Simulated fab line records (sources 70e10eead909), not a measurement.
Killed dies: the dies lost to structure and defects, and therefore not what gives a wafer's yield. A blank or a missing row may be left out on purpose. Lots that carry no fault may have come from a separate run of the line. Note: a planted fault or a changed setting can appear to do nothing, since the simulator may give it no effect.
Matching of chambers / flow nand_harc / 4 sister chambers for NHARC_P_ZERO_WELL_DESCUM_39 on rie_diel-04
The step chemistry O2, time 3 s. 4 wafers are shown with their chamber, then 9 later ones without.

## WAFERS WITH THEIR CHAMBER
wafer=L082.1; chamber=2; drypump_motor_current_A (A)=6.7
wafer=L082.6; chamber=0; drypump_motor_current_A (A)=6.4
wafer=L083.4; chamber=1; drypump_motor_current_A (A)=5.8
wafer=L083.5; chamber=3; drypump_motor_current_A (A)=5.5

## WAFERS WITH NO CHAMBER GIVEN
wafer=L088.2; drypump_motor_current_A (A)=5.8
wafer=L088.5; drypump_motor_current_A (A)=6.4
wafer=L088.6; drypump_motor_current_A (A)=5.6
wafer=L093.1; drypump_motor_current_A (A)=6.7
wafer=L093.2; drypump_motor_current_A (A)=5.6
wafer=L093.5; drypump_motor_current_A (A)=6.6
wafer=L097.1; drypump_motor_current_A (A)=5.8
wafer=L097.3; drypump_motor_current_A (A)=6.7
wafer=L097.6; drypump_motor_current_A (A)=6.6

## CHAMBER TAKEN BY EACH
wafer=L088.2; from the rows above=1; in truth=1
wafer=L088.5; from the rows above=0; in truth=0
wafer=L088.6; from the rows above=can't be placed: 3 or 1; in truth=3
wafer=L093.1; from the rows above=2; in truth=2
wafer=L093.2; from the rows above=can't be placed: 3 or 1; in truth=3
wafer=L093.5; from the rows above=can't be placed: 2 or 0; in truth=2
wafer=L097.1; from the rows above=1; in truth=1
wafer=L097.3; from the rows above=2; in truth=2
wafer=L097.6; from the rows above=can't be placed: 2 or 0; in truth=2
Correct placement for 5 of the 9. From these rows, 4 cannot be placed; in 4 the true chamber is one of the candidates. Placed wrongly: 0.
How it was worked out, from the rows above alone: a wafer's distance from a chamber is the root of the sum, over the readings, of the square of ((its reading less the chamber's mean) divided by the reading's scatter). The wafer belongs to the nearest chamber; if the next one is less than 2 further off, it can't be placed. The mean given for a chamber averages the wafers shown for that chamber. The scatter: with one shown wafer a chamber, the root of the mean of the squares of how far each hidden wafer lies from its nearest shown one.
